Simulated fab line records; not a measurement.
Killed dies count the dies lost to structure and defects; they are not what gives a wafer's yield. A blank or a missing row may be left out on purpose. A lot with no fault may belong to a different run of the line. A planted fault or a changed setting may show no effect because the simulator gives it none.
fab line records	flow n5-finfet
record lots=7	wafers=39
route steps=1938 shown BEOL_M10@1470 BEOL_M12@1639 MIM_BOT_ETCH@1866
start-h: hours from the record's first day to the start of the lot's first wafer shown	wait-h: time in hours since the lot's previous step	" the same as in the row above	L1.1+2: a single row standing in for several wafers	- no value, or no start given	* or withheld: withheld	< > ~ a bound
route shown NAME@n: a module of which the file shows steps, and the number in the route of the first	usual: the fault-free wafers' mean and standard deviation	same: alike in all rows	chamber/n: place in a boat	sites: each site's reading	_std_site: the values' standard deviation	_edge_site: outer sites' mean less inner sites'	radius-mm: for every site, how far away it sits from the centre of the wafer	mask NAME#n: copy n	behind: tool/chamber where the wafer was last shaped	hold: reason for holding the lot/hours on hold/outcome of the hold	device: names the non-switching transistor (n, p or np)	end of line: the same wafers' tests at the end of the route	for a step that has no rows: nothing shown but its recipe	killed: not the wafer's yield, but the dies lost to structure and defects at the first sort	map: a wafer's dies, x killed, . not, _ none there
set.NAME: the setting the step ran with; set.NAME@STEP: the setting that earlier step ran with	model.NAME: the simulator's own value behind a step, which no gauge read
lots run with intentionally changed settings; tables by step, rows by wafer
## steps
# step N5_BEOL_M10_ILD_DEP_00
# recipe material=SiCOH_lowk	target-thk-a=3085.1	temp-c=300	precursor=DEMS/porogen	pressure-torr=5	rf-w=500	time-s=58
lot.wafer	tool	chamber	start-h	wait-h	set.target-thk-a	model.SiCOH_lowk_of_BEOL_M10_ILD_DEP_00.thk-nm
L076.1	pecvd-03	0	216.98	0.0	3085.1	307.6
L076.2	"	1	"	"	3085.1	308.8
L076.3	"	2	"	"	3085.1	303.2
L076.4	"	0	"	"	3085.1	310
L076.5+6	"	1,2	"	"	3085.1	311
L080.1	pecvd-02	0	255.31	0.0	2590	253.6
L080.2	"	2	"	"	3085.1	307
L080.3	"	1	"	"	2590	257.2
L080.4	"	0	"	"	2590	259.4
L080.5	"	1	"	"	3085.1	315.2
L080.6	"	2	"	"	3085.1	309.6
L081.1	pecvd-02	1	268.71	0.0	3085.1	306.6
L081.2	"	2	"	"	3085.1	311
L081.3	"	0	"	"	1744	173.8
L081.4	"	2	"	"	1744	176
L081.5	"	1	"	"	1744	181.8
L081.6	"	0	"	"	3085.1	312.8
L085.1	pecvd-02	0	272.72	0.0	2536	253
L085.2	"	1	"	"	3085.1	309
L085.3	"	2	"	"	2536	255
L085.4	"	0	"	"	3085.1	310.6
L085.5	"	2	"	"	2536	259.2
L085.6	"	1	"	"	3085.1	309.2
L091.2+3	pecvd-02	2,0	319.67	0.0	3085.1	302
L091.6	"	1	"	"	3085.1	308
L093.1	pecvd-02	2	328.41	0.0	3548	347.8
L093.2	"	0	"	"	3085.1	301
L093.3	"	1	"	"	3548	349.6
L093.4	"	1	"	"	3085.1	308
L093.5	"	0	"	"	3548	353.2
L093.6	"	2	"	"	3085.1	307
L097.1	pecvd-04	2	348.92	0.0	3085.1	302
L097.2	"	1	"	"	3085.1	300.8
L097.3	"	0	"	"	3085.1	305.2
L097.4+6	"	1,0	"	"	3085.1	309
L097.5	"	2	"	"	3085.1	307.8
# step N5_BEOL_M10_CURE_71
# recipe temp-c=385	time-s=240	ambient=He/Ar	material=SiCOH_lowk
lot.wafer	tool	chamber	start-h	wait-h	set.target-thk-a@BEOL_M10_ILD_DEP_00	model.SiCOH_lowk_of_BEOL_M10_ILD_DEP_00.thk-nm
L076.1	uv-cure-01	0	217.22	0.2	3085.1	267.2
L076.2	"	0	"	"	3085.1	268.2
L076.3	"	0	"	"	3085.1	263.4
L076.4	"	0	"	"	3085.1	269.4
L076.5+6	"	0	"	"	3085.1	270.2
L080.1	uv-cure-03	2	255.39	0.0	2590	219.6
L080.2	"	2	"	"	3085.1	266.6
L080.3	"	2	"	"	2590	222.8
L080.4	"	2	"	"	2590	224.8
L080.5	"	2	"	"	3085.1	273.8
L080.6	"	2	"	"	3085.1	269
L081.1	uv-cure-02	0	268.79	0.0	3085.1	266.4
L081.2	"	0	"	"	3085.1	270.2
L081.3	"	0	"	"	1744	149.8
L081.4	"	0	"	"	1744	151.8
L081.5	"	0	"	"	1744	156.8
L081.6	"	0	"	"	3085.1	271.8
L085.1	uv-cure-02	2	273.00	0.3	2536	219
L085.2+6	"	2	"	"	3085.1	268.6
L085.3	"	2	"	"	2536	220.8
L085.4	"	2	"	"	3085.1	269.8
L085.5	"	2	"	"	2536	224.6
L091.2	uv-cure-03	1	319.82	0.1	3085.1	262.4
L091.3	"	1	"	"	3085.1	262.2
L091.6	"	1	"	"	3085.1	267.4
L093.1	uv-cure-01	0	328.49	0.0	3548	302.8
L093.2	"	0	"	"	3085.1	261.4
L093.3	"	0	"	"	3548	304.4
L093.4	"	0	"	"	3085.1	267.6
L093.5	"	0	"	"	3548	307.6
L093.6	"	0	"	"	3085.1	266.6
L097.1	uv-cure-01	1	349.00	0.0	3085.1	262.2
L097.2	"	1	"	"	3085.1	261.2
L097.3	"	1	"	"	3085.1	265.2
L097.4+6	"	1	"	"	3085.1	268.4
L097.5	"	1	"	"	3085.1	267.4
# step N5_BEOL_M10_THK_MEAS_01
# recipe reads=SiCOH_lowk_of_BEOL_M10_ILD_DEP_00
# usual M10_ILD_THK=268/3.6
lot.wafer	tool	chamber	start-h	wait-h	set.target-thk-a@BEOL_M10_ILD_DEP_00	M10_ILD_THK[nm]
L076.1	film-metro-01	-	217.73	0.4	3085.1	267
L076.2	"	-	"	"	3085.1	268
L076.3	"	-	"	"	3085.1	263
L076.4	"	-	"	"	3085.1	269
L076.5	"	-	"	"	3085.1	270
L076.6	"	-	"	"	3085.1	270
L080.1	film-metro-02	-	255.90	0.4	2590	219
L080.2	"	-	"	"	3085.1	267
L080.3	"	-	"	"	2590	223
L080.4	"	-	"	"	2590	225
L080.5	"	-	"	"	3085.1	274
L080.6	"	-	"	"	3085.1	269
L081.1	film-metro-01	-	269.30	0.4	3085.1	266
L081.2	"	-	"	"	3085.1	270
L081.3	"	-	"	"	1744	150
L081.4	"	-	"	"	1744	152
L081.5	"	-	"	"	1744	157
L081.6	"	-	"	"	3085.1	272
L085.1	film-metro-01	-	273.52	0.4	2536	219
L085.2	"	-	"	"	3085.1	269
L085.3	"	-	"	"	2536	221
L085.4	"	-	"	"	3085.1	270
L085.5	"	-	"	"	2536	225
L085.6	"	-	"	"	3085.1	269
L091.2	film-metro-02	-	320.26	0.4	3085.1	263
L091.3	"	-	"	"	3085.1	262
L091.6	"	-	"	"	3085.1	267
L093.1	film-metro-01	-	329.00	0.4	3548	303
L093.2	"	-	"	"	3085.1	261
L093.3	"	-	"	"	3548	304
L093.4	"	-	"	"	3085.1	268
L093.5	"	-	"	"	3548	308
L093.6	"	-	"	"	3085.1	267
L097.1	film-metro-01	-	349.51	0.4	3085.1	262
L097.2	"	-	"	"	3085.1	261
L097.3	"	-	"	"	3085.1	265
L097.4	"	-	"	"	3085.1	269
L097.5	"	-	"	"	3085.1	267
L097.6	"	-	"	"	3085.1	269
# step N5_BEOL_M10_ETCH_66
# recipe chemistry=N2/H2	target=SOC	target-depth-a=1200	overetch-a=240	mask-material=SiARC	temp-c=40	time-s=180	ion-energy-ev=200	pressure-mtorr=30	source-w=840	bias-w=150	n2-flow-sccm=200	h2-flow-sccm=200
lot.wafer	tool	chamber	start-h	wait-h	set.time-s	model.SiARC_of_BEOL_M10_COAT_64.thk-nm
L076.1	rie-diel-02	2	221.80	0.0	180	22.8
L076.2	"	0	"	"	180	23
L076.3	"	1	"	"	150.6	24
L076.4	"	3	"	"	180	22.6
L076.5+6	"	2,1	"	"	150.6	23.8
L080.1+6	rie-diel-02	0	260.15	0.0	180	23.2
L080.2+5	"	1	"	"	104.4	26
L080.3	"	3	"	"	104.4	25.8
L080.4	"	2	"	"	180	22.8
L081.1+3+4+5+6	rie-diel-02	1,3,2,2,1	272.14	0.0	180	22.8
L081.2	"	0	"	"	180	23.2
L085.1+2+5	rie-diel-05	1,2,1	280.53	0.0	136.4	24.4
L085.3+4+6	"	0,2,0	"	"	180	22.6
L091.2	rie-diel-02	2	325.90	0.0	180	22.8
L091.3+6	"	3,0	"	"	180	23
L093.1+5	rie-diel-05	0,1	333.37	0.0	270.1	18.8
L093.2	"	3	"	"	180	22.4
L093.3+6	"	1,0	"	"	180	22.6
L093.4	"	2	"	"	270.1	19
L097.1+4	rie-diel-05	3,0	356.93	0.0	242.4	20
L097.2	"	2	"	"	180	22.8
L097.3+6	"	1	"	"	180	22.6
L097.5	"	2	"	"	242.4	20.2
# step N5_BEOL_M12_TRENCH_ETCH_34
# recipe chemistry=C4F8/O2/Ar	target=SiOC	target-depth-a=3189.5	mask-material=SOC	pressure-mtorr=30	source-w=3000	bias-w=700	Ar_flow_sccm=400	C4F8_flow_sccm=15	O2_flow_sccm=8	he-inner-torr=15	he-outer-torr=30	time-s=125.5	ion-energy-ev=250
lot.wafer	tool	chamber	start-h	wait-h	set.time-s	model.etch.depth-nm
L076.1	rie-diel-05	2	238.26	0.0	178.3	448.7
L076.2	"	3	"	"	125.5	315
L076.3	"	0	"	"	125.5	316.6
L076.4	"	1	"	"	178.3	455.7
L076.5	"	3	"	"	125.5	314.7
L076.6	"	0	"	"	178.3	454.7
L080.1	rie-diel-06	1	273.34	0.0	125.5	318.8
L080.2	"	0	"	"	86.49	224.2
L080.3	"	3	"	"	86.49	219.2
L080.4	"	2	"	"	125.5	323.3
L080.5	"	0	"	"	125.5	322.5
L080.6	"	3	"	"	86.49	218
L081.1	rie-diel-06	3	290.69	0.0	125.5	313.9
L081.2	"	0	"	"	69.63	178.5
L081.3	"	1	"	"	125.5	315.9
L081.4	"	2	"	"	125.5	322.8
L081.5	"	0	"	"	69.63	177.3
L081.6	"	1	"	"	69.63	175.3
L085.1	rie-diel-06	3	291.82	0.0	69.3	173.7
L085.2+5	"	0	"	"	125.5	317
L085.3	"	2	"	"	125.5	317.6
L085.4	"	1	"	"	69.3	173.5
L085.6	"	1	"	"	69.3	174
L091.2	rie-diel-05	2	340.45	0.0	125.5	318.8
L091.3	"	3	"	"	125.5	321.7
L091.6	"	2	"	"	125.5	317.4
L093.1+5	rie-diel-02	0,3	348.63	0.0	125.5	322.3
L093.2	"	3	"	"	125.5	321
L093.3	"	2	"	"	125.5	312.4
L093.4	"	1	"	"	125.5	308.3
L093.6	"	2	"	"	125.5	307.6
L097.1	rie-diel-05	0	369.15	0.0	66.57	170.4
L097.2	"	1	"	"	125.5	319.8
L097.3	"	2	"	"	66.57	167.8
L097.4	"	3	"	"	125.5	322.6
L097.5	"	0	"	"	125.5	321
L097.6	"	3	"	"	66.57	172.4
# step N5_BEOL_M12_STRIP_70
# recipe chemistry=C4F8/O2/Ar	resist=SiARC	rf-frequency-hz=6e+07
# step N5_BEOL_M12_OCD_MEAS_35
# usual trench-depth-nm=317/5.3
lot.wafer	tool	chamber	start-h	wait-h	set.time-s@BEOL_M12_TRENCH_ETCH_34	trench-depth-nm
L076.1	ocd-01	-	238.41	0.0	178.3	449
L076.2	"	-	"	"	125.5	315
L076.3	"	-	"	"	125.5	316
L076.4	"	-	"	"	178.3	456
L076.5	"	-	"	"	125.5	314
L076.6	"	-	"	"	178.3	454
L080.1	ocd-02	-	273.50	0.0	125.5	319
L080.2	"	-	"	"	86.49	224
L080.3	"	-	"	"	86.49	219
L080.4	"	-	"	"	125.5	324
L080.5	"	-	"	"	125.5	323
L080.6	"	-	"	"	86.49	218
L081.1	ocd-01	-	290.84	0.0	125.5	314
L081.2	"	-	"	"	69.63	178
L081.3	"	-	"	"	125.5	316
L081.4	"	-	"	"	125.5	323
L081.5	"	-	"	"	69.63	177
L081.6	"	-	"	"	69.63	176
L085.1	ocd-01	-	291.97	0.0	69.3	174
L085.2	"	-	"	"	125.5	317
L085.3	"	-	"	"	125.5	318
L085.4	"	-	"	"	69.3	174
L085.5	"	-	"	"	125.5	318
L085.6	"	-	"	"	69.3	174
L091.2	ocd-01	-	340.60	0.0	125.5	318
L091.3	"	-	"	"	125.5	321
L091.6	"	-	"	"	125.5	317
L093.1	ocd-02	-	348.79	0.0	125.5	322
L093.2	"	-	"	"	125.5	321
L093.3	"	-	"	"	125.5	313
L093.4	"	-	"	"	125.5	308
L093.5	"	-	"	"	125.5	322
L093.6	"	-	"	"	125.5	308
L097.1	ocd-02	-	369.31	0.0	66.57	170
L097.2	"	-	"	"	125.5	320
L097.3	"	-	"	"	66.57	168
L097.4	"	-	"	"	125.5	322
L097.5	"	-	"	"	125.5	321
L097.6	"	-	"	"	66.57	173
# step N5_BEOL_M12_STRIP_37
# recipe chemistry=N2/H2	power-w=1000	temp-c=250	h2-frac=0.65	overash-fraction=0.3	pressure-mtorr=withheld	n2-flow-sccm=1750	h2-flow-sccm=3250
# step N5_BEOL_M12_ETCH_38
# recipe chemistry=CF4/N2	target=SiCN	target-depth-a=687	taper-deg=2	time-s=73.4	ion-energy-ev=150	mask-material=SiO2	pressure-mtorr=40	source-w=430	bias-w=70	Ar_flow_sccm=100	cf4-flow-sccm=60	n2-flow-sccm=60
# step N5_BEOL_M12_ECD_47
# recipe material=Cu	target-thk-a=7200
# step N5_BEOL_M12_ANNEAL_48
# recipe temp-c=225	time-s=90	ambient=N2
# step N5_BEOL_M12_CMP_49
# recipe stop-on=SiOC	t-overpolish-s=20.6	down-force-psi=1	platen-rpm=50	clearing-platen-down-force-psi=1.5	clearing-platen-rpm=50	post-cmp-clean=cu-alkaline	target-thk-nm=320	clearing-platen-pad-velocity-m-s=0.99484	pad-velocity-m-s=0.99484
lot.wafer	tool	chamber	start-h	wait-h	set.time-s@BEOL_M12_TRENCH_ETCH_34	model.Cu_of_BEOL_M12_ECD_47.thk-nm
L076.3	cmp-01	0	244.08	0.2	125.5	317.4
L076.4+6	"	1,0	"	"	178.3	456.4
L076.1	"	2	"	"	178.3	448.6
L076.2	"	3	"	"	125.5	314.4
L076.5	"	1	"	"	125.5	315
L080.4+5	cmp-01	1	277.31	0.1	125.5	322.8
L080.3	"	2	"	"	86.49	219
L080.1	"	3	"	"	125.5	319.6
L080.2	"	0	"	"	86.49	225.2
L080.6	"	2	"	"	86.49	217.8
L081.4	cmp-01	0	293.70	0.1	125.5	323
L081.2	"	1	"	"	69.63	178.8
L081.3	"	2	"	"	125.5	314.8
L081.1	"	3	"	"	125.5	313.6
L081.6	"	0	"	"	69.63	175.2
L081.5	"	1	"	"	69.63	177.2
L085.2	cmp-04	2	296.78	0.2	125.5	317.8
L085.3	"	3	"	"	125.5	319.8
L085.4	"	0	"	"	69.3	174.4
L085.1	"	1	"	"	69.3	175
L085.5	"	2	"	"	125.5	317.6
L085.6	"	3	"	"	69.3	176.2
L091.3	cmp-04	0	342.36	0.2	125.5	321.2
L091.2	"	1	"	"	125.5	319.8
L091.6	"	3	"	"	125.5	317.4
L093.1	cmp-01	2	353.31	0.3	125.5	322.8
L093.3	"	3	"	"	125.5	313.6
L093.4	"	0	"	"	125.5	309
L093.2	"	1	"	"	125.5	322.2
L093.5	"	2	"	"	125.5	322.4
L093.6	"	3	"	"	125.5	309.2
L097.3	cmp-01	2	371.30	0.3	66.57	167.4
L097.2	"	3	"	"	125.5	320
L097.4	"	0	"	"	125.5	323
L097.1	"	1	"	"	66.57	169.6
L097.6	"	2	"	"	66.57	170.6
L097.5	"	3	"	"	125.5	320.4
# step N5_BEOL_M12_THK_MEAS_50
# recipe thk-meas-gauge=xrf	reads=Cu_of_BEOL_M12_ECD_47
# usual M12_THK=317/5.3
lot.wafer	tool	chamber	start-h	wait-h	set.time-s@BEOL_M12_TRENCH_ETCH_34	M12_THK[nm]
L076.1	film-metro-01	-	244.37	-	178.3	444
L076.2	"	-	"	"	125.5	313
L076.3	"	-	"	"	125.5	315
L076.4	"	-	"	"	178.3	452
L076.5	"	-	"	"	125.5	312
L076.6	"	-	"	"	178.3	452
L080.1	film-metro-02	-	277.60	-	125.5	318
L080.2	"	-	"	"	86.49	225
L080.3	"	-	"	"	86.49	218
L080.4	"	-	"	"	125.5	323
L080.5	"	-	"	"	125.5	321
L080.6	"	-	"	"	86.49	217
L081.1	film-metro-01	-	293.99	-	125.5	315
L081.2	"	-	"	"	69.63	180
L081.3	"	-	"	"	125.5	317
L081.4	"	-	"	"	125.5	325
L081.5	"	-	"	"	69.63	178
L081.6	"	-	"	"	69.63	176
L085.1	film-metro-01	-	297.08	-	69.3	175
L085.2	"	-	"	"	125.5	318
L085.3	"	-	"	"	125.5	319
L085.4	"	-	"	"	69.3	174
L085.5	"	-	"	"	125.5	318
L085.6	"	-	"	"	69.3	175
L091.2	film-metro-02	-	342.62	-	125.5	320
L091.3	"	-	"	"	125.5	323
L091.6	"	-	"	"	125.5	318
L093.1	film-metro-02	-	353.61	-	125.5	323
L093.2	"	-	"	"	125.5	323
L093.3	"	-	"	"	125.5	313
L093.4	"	-	"	"	125.5	308
L093.5	"	-	"	"	125.5	321
L093.6	"	-	"	"	125.5	308
L097.1	film-metro-02	-	371.59	-	66.57	170
L097.2	"	-	"	"	125.5	318
L097.3	"	-	"	"	66.57	167
L097.4	"	-	"	"	125.5	321
L097.5	"	-	"	"	125.5	318
L097.6	"	-	"	"	66.57	169
# step N5_BEOL_M12_PRE_CLEAN_52
# recipe gas=NH3	time-s=15	temp-c=withheld	rf-power-w=300
# step N5_BEOL_M12_DEP_53
# recipe material=SiCN	target-thk-a=300	temp-c=withheld	precursor=3MS/NH3	pressure-torr=3	rf-w=675	time-s=10.5
# step N5_BEOL_M12_RS_MEAS_54
# recipe thk-meas-gauge=four-point-probe	reads=Cu_of_BEOL_M12_ECD_47+Ta_of_BEOL_M12_SPUTTER_44+TaN_of_BEOL_M12_SPUTTER_43
# usual M12_RS=0.0606/0.001
lot.wafer	tool	chamber	start-h	wait-h	set.time-s@BEOL_M12_TRENCH_ETCH_34	M12_RS[ohm/sq]
L076.1	film-metro-01	-	244.50	0.0	178.3	0.0423
L076.2	"	-	"	"	125.5	0.0610
L076.3	"	-	"	"	125.5	0.0606
L076.4	"	-	"	"	178.3	0.0416
L076.5	"	-	"	"	125.5	0.0611
L076.6	"	-	"	"	178.3	0.0415
L080.1	film-metro-01	-	277.76	0.1	125.5	0.0601
L080.2	"	-	"	"	86.49	0.0871
L080.3	"	-	"	"	86.49	0.0897
L080.4	"	-	"	"	125.5	0.0595
L080.5	"	-	"	"	125.5	0.0595
L080.6	"	-	"	"	86.49	0.0901
L081.1	film-metro-01	-	294.12	0.0	125.5	0.0613
L081.2	"	-	"	"	69.63	0.1114
L081.3	"	-	"	"	125.5	0.0610
L081.4	"	-	"	"	125.5	0.0594
L081.5	"	-	"	"	69.63	0.1126
L081.6	"	-	"	"	69.63	0.1140
L085.1	film-metro-02	-	297.20	0.0	69.3	0.1141
L085.2	"	-	"	"	125.5	0.0606
L085.3	"	-	"	"	125.5	0.0601
L085.4	"	-	"	"	69.3	0.1145
L085.5	"	-	"	"	125.5	0.0607
L085.6	"	-	"	"	69.3	0.1135
L091.2	film-metro-01	-	342.74	0.0	125.5	0.0600
L091.3	"	-	"	"	125.5	0.0599
L091.6	"	-	"	"	125.5	0.0606
L093.1	film-metro-02	-	353.73	0.0	125.5	0.0596
L093.2	"	-	"	"	125.5	0.0595
L093.3	"	-	"	"	125.5	0.0614
L093.4	"	-	"	"	125.5	0.0622
L093.5	"	-	"	"	125.5	0.0596
L093.6	"	-	"	"	125.5	0.0622
L097.1	film-metro-01	-	371.72	0.0	66.57	0.1177
L097.2	"	-	"	"	125.5	0.0600
L097.3	"	-	"	"	66.57	0.1197
L097.4	"	-	"	"	125.5	0.0597
L097.5	"	-	"	"	125.5	0.0600
L097.6	"	-	"	"	66.57	0.1171
# step N5_MIM_BOT_ETCH_ETCH_04
# recipe chemistry=CF4/O2	target=SiNx	target-depth-a=260	time-s=13	ion-energy-ev=100	pressure-mtorr=40	source-w=535	bias-w=49	Ar_flow_sccm=100	cf4-flow-sccm=100	O2_flow_sccm=10
lot.wafer	tool	chamber	start-h	wait-h	set.time-s	model.etch.depth-nm	model.MIM_BOT_ETCH.cd-offset-nm
L076.1	rie-diel-06	3	266.07	0.0	13	25.22	0
L076.2	"	1	"	"	13	25.09	0
L076.3	"	0	"	"	13	25.8	0
L076.4	"	2	"	"	16.06	31.84	-0.4
L076.5	"	0	"	"	16.06	31.96	-0.2
L076.6	"	1	"	"	16.06	31.24	-0.4
L080.1	rie-diel-02	1	306.54	0.0	13	25.37	0
L080.2	"	2	"	"	7.735	15.17	0.4
L080.3	"	3	"	"	13	25.65	-0.2
L080.4	"	3	"	"	7.735	15.42	0.4
L080.5	"	2	"	"	7.735	15.13	0.4
L080.6	"	1	"	"	13	25.17	0
L081.1	rie-diel-06	3	324.46	0.0	13	25.66	0
L081.2	"	2	"	"	16.02	32.32	-0.4
L081.3	"	1	"	"	16.02	31.29	-0.2
L081.4	"	0	"	"	16.02	31.95	-0.2
L081.5	"	2	"	"	13	26.21	0
L081.6	"	3	"	"	13	25.63	0
L085.1	rie-diel-02	0	325.32	0.0	9.152	18.15	0.4
L085.2	"	2	"	"	9.152	18.06	0.4
L085.3	"	3	"	"	9.152	18.35	0.2
L085.4	"	1	"	"	13	25.68	0
L085.5	"	2	"	"	13	25.46	0
L085.6	"	3	"	"	13	26.31	0
L091.2	rie-diel-05	0	371.41	0.0	13	25.88	-0.2
L091.3	"	3	"	"	13	26.38	-0.2
L091.6	"	3	"	"	13	26.55	-0.2
L093.1	rie-diel-06	1	376.62	0.0	8.801	17.16	0.2
L093.2	"	0	"	"	8.801	17.64	0.2
L093.3	"	3	"	"	13	25.44	0
L093.4	"	0	"	"	13	25.84	-0.2
L093.5	"	3	"	"	8.801	17.26	0.4
L093.6	"	1	"	"	13	25.13	0
L097.1	rie-diel-02	0	394.84	0.0	13	25.85	0
L097.2	"	3	"	"	6.873	13.85	0.6
L097.3	"	1	"	"	13	26.36	-0.2
L097.4	"	1	"	"	6.873	13.98	0.4
L097.5	"	0	"	"	13	25.88	0
L097.6	"	3	"	"	6.873	13.83	0.6
# step N5_MIM_BOT_ETCH_ETCH_03
# recipe chemistry=Cl2/BCl3	target-depth-a=120	pressure-mtorr=8	icp-w=800	bias-w=100	Cl2_flow_sccm=20	bcl3-flow-sccm=80
lot.wafer	tool	chamber	start-h	wait-h	set.time-s@MIM_BOT_ETCH_ETCH_04	model.MIM_BOT_ETCH.cd-offset-nm
L076.1+2	rie-metal-01	0,1	266.16	0.1	13	0
L076.3	"	1	"	"	13	-0.2
L076.4	"	0	"	"	16.06	-0.4
L076.5+6	"	1,0	"	"	16.06	-0.2
L080.1+3	rie-metal-01	0,1	306.63	0.1	13	0
L080.2+4	"	1,0	"	"	7.735	0.4
L080.5	"	0	"	"	7.735	0.6
L080.6	"	1	"	"	13	-0.2
L081.1+6	rie-metal-01	0	324.54	0.1	13	-0.2
L081.2+3	"	1,0	"	"	16.02	-0.8
L081.4	"	1	"	"	16.02	-1
L081.5	"	1	"	"	13	-0.4
L085.1	rie-metal-03	0	325.41	0.1	9.152	0.4
L085.2	"	1	"	"	9.152	0.6
L085.3	"	0	"	"	9.152	0.2
L085.4+5+6	"	1,1,0	"	"	13	0
L091.2	rie-metal-03	1	371.50	0.1	13	-0.2
L091.3+6	"	0	"	"	13	0
L093.1	rie-metal-02	0	376.71	0.1	8.801	0.4
L093.2	"	1	"	"	8.801	0.8
L093.3+6	"	1	"	"	13	0
L093.4	"	0	"	"	13	0.2
L093.5	"	0	"	"	8.801	0.6
L097.1+3	rie-metal-02	0	394.93	0.1	13	0
L097.2+4	"	1	"	"	6.873	0.6
L097.5	"	0	"	"	13	0.2
L097.6	"	1	"	"	6.873	0.4
## key
split step=N5_BEOL_M10_ILD_DEP_00	setting=target-thk-a	stated=3085.1	by=wafer
response step=N5_BEOL_M10_ILD_DEP_00	reading=model.SiCOH_lowk_of_BEOL_M10_ILD_DEP_00.thk-nm	change=+3.08	per=1%	r=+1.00
response step=N5_BEOL_M10_CURE_71	reading=model.SiCOH_lowk_of_BEOL_M10_ILD_DEP_00.thk-nm	change=+2.71	per=1%	r=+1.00
response step=N5_BEOL_M10_THK_MEAS_01	reading=M10_ILD_THK	change=+2.7	per=1%	r=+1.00
split step=N5_BEOL_M10_ETCH_66	setting=time-s	stated=180	by=wafer
response step=N5_BEOL_M10_ETCH_66	reading=model.SiARC_of_BEOL_M10_COAT_64.thk-nm	change=-0.072	per=1%	r=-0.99
split step=N5_BEOL_M12_TRENCH_ETCH_34	setting=time-s	stated=125.5	by=wafer
response step=N5_BEOL_M12_TRENCH_ETCH_34	reading=model.etch.depth-nm	change=+3.21	per=1%	r=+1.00
response step=N5_BEOL_M12_OCD_MEAS_35	reading=trench-depth-nm	change=+3.22	per=1%	r=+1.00
response step=N5_BEOL_M12_CMP_49	reading=model.Cu_of_BEOL_M12_ECD_47.thk-nm	change=+3.22	per=1%	r=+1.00
response step=N5_BEOL_M12_THK_MEAS_50	reading=M12_THK	change=+3.21	per=1%	r=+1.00
response step=N5_BEOL_M12_RS_MEAS_54	reading=M12_RS	shape=bent	at-lowest=0.1182	at-stated=0.0604	at-highest=0.0418
split step=N5_MIM_BOT_ETCH_ETCH_04	setting=time-s	stated=13	by=wafer
response step=N5_MIM_BOT_ETCH_ETCH_04	reading=model.etch.depth-nm	change=+0.256	per=1%	r=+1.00
response step=N5_MIM_BOT_ETCH_ETCH_04	reading=model.MIM_BOT_ETCH.cd-offset-nm	change=-0.0119	per=1%	r=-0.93
response step=N5_MIM_BOT_ETCH_ETCH_03	reading=model.MIM_BOT_ETCH.cd-offset-nm	change=-0.0133	per=1%	r=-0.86
